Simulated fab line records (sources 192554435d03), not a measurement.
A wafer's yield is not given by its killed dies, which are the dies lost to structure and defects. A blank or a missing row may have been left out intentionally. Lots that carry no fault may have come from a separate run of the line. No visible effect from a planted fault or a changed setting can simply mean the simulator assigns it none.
Lot-split experiment / flow n5 finfet / route with 1938 steps; 7 lots, 21 wafers read

== THE SPLIT ITSELF ==
At N5_BEOL_M3_COAT_05 (resist thk 30 nm), the setting spin rpm was moved away from the recipe's 1500 rpm on 5 of the 21 wafers read, by -9.9% to +11.2%. All remaining wafers had this setting at the recipe value.

== FROM THE SPLIT TO THE READING: what the file shows between them, 4 steps ==
- N5_BEOL_M3_EBR_07
- N5_BEOL_M3_SOFTBAKE_06: time 60 s
- N5_BEOL_M3_DESCUM_16: chemistry O2, time 7 s
- N5_BEOL_M3_ETCH_74: etches underlayer in N2/H2, target depth 6.5 nm, time 5.2 s

== THE READING ==
CAR-EUV_of_BEOL_M3_COAT_05.thk nm (the simulator's own value, which no gauge read), in nm, at N5_BEOL_M3_ETCH_63 (etches SiARC in CF4, target depth 15.6 nm, time 26 s). The file does not state a usual value for it. Average 11.0 nm, standard deviation 0.14 nm, over the 16 wafers here run with the recipe.

wafer=L074.1; tool, chamber at the split=litho track-02, 0; spin rpm as run, rpm=1500; against the recipe=recipe; CAR-EUV_of_BEOL_M3_COAT_05.thk nm, nm=11; against lot-mates on the recipe=-
wafer=L074.3; tool, chamber at the split=litho track-02, 0; spin rpm as run, rpm=1433; against the recipe=-4.5%; CAR-EUV_of_BEOL_M3_COAT_05.thk nm, nm=11.4; against lot-mates on the recipe=+0.6
wafer=L074.5; tool, chamber at the split=litho track-02, 0; spin rpm as run, rpm=1500; against the recipe=recipe; CAR-EUV_of_BEOL_M3_COAT_05.thk nm, nm=10.6; against lot-mates on the recipe=-
wafer=L077.3; tool, chamber at the split=litho track-04, 0; spin rpm as run, rpm=1351; against the recipe=-9.9%; CAR-EUV_of_BEOL_M3_COAT_05.thk nm, nm=12.4; against lot-mates on the recipe=+1.4
wafer=L077.4; tool, chamber at the split=litho track-04, 0; spin rpm as run, rpm=1500; against the recipe=recipe; CAR-EUV_of_BEOL_M3_COAT_05.thk nm, nm=11; against lot-mates on the recipe=-
wafer=L077.5; tool, chamber at the split=litho track-04, 0; spin rpm as run, rpm=1500; against the recipe=recipe; CAR-EUV_of_BEOL_M3_COAT_05.thk nm, nm=11; against lot-mates on the recipe=-
wafer=L081.3; tool, chamber at the split=litho track-04, 0; spin rpm as run, rpm=1500; against the recipe=recipe; CAR-EUV_of_BEOL_M3_COAT_05.thk nm, nm=11; against lot-mates on the recipe=-
wafer=L081.5; tool, chamber at the split=litho track-04, 0; spin rpm as run, rpm=1500; against the recipe=recipe; CAR-EUV_of_BEOL_M3_COAT_05.thk nm, nm=11.2; against lot-mates on the recipe=-
wafer=L081.6; tool, chamber at the split=litho track-04, 0; spin rpm as run, rpm=1500; against the recipe=recipe; CAR-EUV_of_BEOL_M3_COAT_05.thk nm, nm=11; against lot-mates on the recipe=-
wafer=L085.3; tool, chamber at the split=litho track-04, 0; spin rpm as run, rpm=1500; against the recipe=recipe; CAR-EUV_of_BEOL_M3_COAT_05.thk nm, nm=11; against lot-mates on the recipe=-
wafer=L085.4; tool, chamber at the split=litho track-04, 0; spin rpm as run, rpm=1500; against the recipe=recipe; CAR-EUV_of_BEOL_M3_COAT_05.thk nm, nm=11; against lot-mates on the recipe=-
wafer=L085.5; tool, chamber at the split=litho track-04, 0; spin rpm as run, rpm=1500; against the recipe=recipe; CAR-EUV_of_BEOL_M3_COAT_05.thk nm, nm=11.2; against lot-mates on the recipe=-
wafer=L089.1; tool, chamber at the split=litho track-02, 0; spin rpm as run, rpm=1500; against the recipe=recipe; CAR-EUV_of_BEOL_M3_COAT_05.thk nm, nm=11; against lot-mates on the recipe=-
wafer=L089.3; tool, chamber at the split=litho track-02, 0; spin rpm as run, rpm=1500; against the recipe=recipe; CAR-EUV_of_BEOL_M3_COAT_05.thk nm, nm=11; against lot-mates on the recipe=-
wafer=L089.5; tool, chamber at the split=litho track-02, 0; spin rpm as run, rpm=1369; against the recipe=-8.7%; CAR-EUV_of_BEOL_M3_COAT_05.thk nm, nm=12.2; against lot-mates on the recipe=+1.2
wafer=L093.2; tool, chamber at the split=litho track-02, 0; spin rpm as run, rpm=1668; against the recipe=+11.2%; CAR-EUV_of_BEOL_M3_COAT_05.thk nm, nm=10; against lot-mates on the recipe=-1.0
wafer=L093.5; tool, chamber at the split=litho track-02, 0; spin rpm as run, rpm=1500; against the recipe=recipe; CAR-EUV_of_BEOL_M3_COAT_05.thk nm, nm=11; against lot-mates on the recipe=-
wafer=L093.6; tool, chamber at the split=litho track-02, 0; spin rpm as run, rpm=1668; against the recipe=+11.2%; CAR-EUV_of_BEOL_M3_COAT_05.thk nm, nm=9.8; against lot-mates on the recipe=-1.2
wafer=L096.1; tool, chamber at the split=litho track-04, 0; spin rpm as run, rpm=1500; against the recipe=recipe; CAR-EUV_of_BEOL_M3_COAT_05.thk nm, nm=11; against lot-mates on the recipe=-
wafer=L096.2; tool, chamber at the split=litho track-04, 0; spin rpm as run, rpm=1500; against the recipe=recipe; CAR-EUV_of_BEOL_M3_COAT_05.thk nm, nm=11.2; against lot-mates on the recipe=-
wafer=L096.5; tool, chamber at the split=litho track-04, 0; spin rpm as run, rpm=1500; against the recipe=recipe; CAR-EUV_of_BEOL_M3_COAT_05.thk nm, nm=10.8; against lot-mates on the recipe=-

THE FIT
A straight line over all 21 wafers: CAR-EUV_of_BEOL_M3_COAT_05.thk nm changes by -0.114 nm for each +1% of spin rpm; r = -0.96; the points scatter about the line by 0.16 nm.
The same after taking each lot's own level away (the mean of its wafers on the recipe; 21 wafers): -0.116 nm for each +1%; r = -0.97; scatter 0.14 nm.
On that fit, the largest move of spin rpm shifts the reading by 1.3 nm.
Across the lots, their own levels run from 10.80 to 11.07 nm, a range of 1.9 times the standard deviation given above.
Hence the lot-to-lot level has little effect on the slope; both slopes agree.
Check: with one of the wafers moved furthest among these (+11.2%) left out of the fit, the line predicts -1.38 nm for it against its lot-mates. It came out at -1 nm against them.

== OTHER SPLITS ON THESE WAFERS ==
Other splits were also applied to these wafers ahead of the reading. Each is held against what the fit with the lots' levels taken away leaves over:
other split on the same wafers=N5_BEOL_M2_ILD_DEP_00 time s; wafers away from the commonest value=4; r with CAR-EUV_of_BEOL_M3_COAT_05.thk nm (lot level and that fit taken away)=-0.15
other split on the same wafers=N5_BEOL_M2_EXPOSE_08 dose mj; wafers away from the commonest value=8; r with CAR-EUV_of_BEOL_M3_COAT_05.thk nm (lot level and that fit taken away)=+0.18
other split on the same wafers=N5_BEOL_M3_COAT_62 spin rpm; wafers away from the commonest value=8; r with CAR-EUV_of_BEOL_M3_COAT_05.thk nm (lot level and that fit taken away)=+0.41

== THE WHOLE CHAIN: every reading that the file lists as answering this split, in the file's order ==
step=N5_BEOL_M3_COAT_05; what it does=resist thk 30 nm; reading=CAR-EUV_of_BEOL_M3_COAT_05.thk nm (the simulator's own value, which no gauge read); change (the file's fit)=-0.146 nm for each +1% of the setting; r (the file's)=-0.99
step=N5_BEOL_M3_ETCH_74; what it does=etches underlayer in N2/H2, target depth 6.5 nm, time 5.2 s; reading=CAR-EUV_of_BEOL_M3_COAT_05.thk nm (the simulator's own value, which no gauge read); change (the file's fit)=-0.142 nm for each +1% of the setting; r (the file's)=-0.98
step=N5_BEOL_M3_ETCH_63; what it does=etches SiARC in CF4, target depth 15.6 nm, time 26 s; reading=CAR-EUV_of_BEOL_M3_COAT_05.thk nm (the simulator's own value, which no gauge read); change (the file's fit)=-0.123 nm for each +1% of the setting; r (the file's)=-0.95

== FILE'S OWN FIT ==
CAR-EUV_of_BEOL_M3_COAT_05.thk nm changes by -0.123 nm for each +1% of spin rpm, r = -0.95.
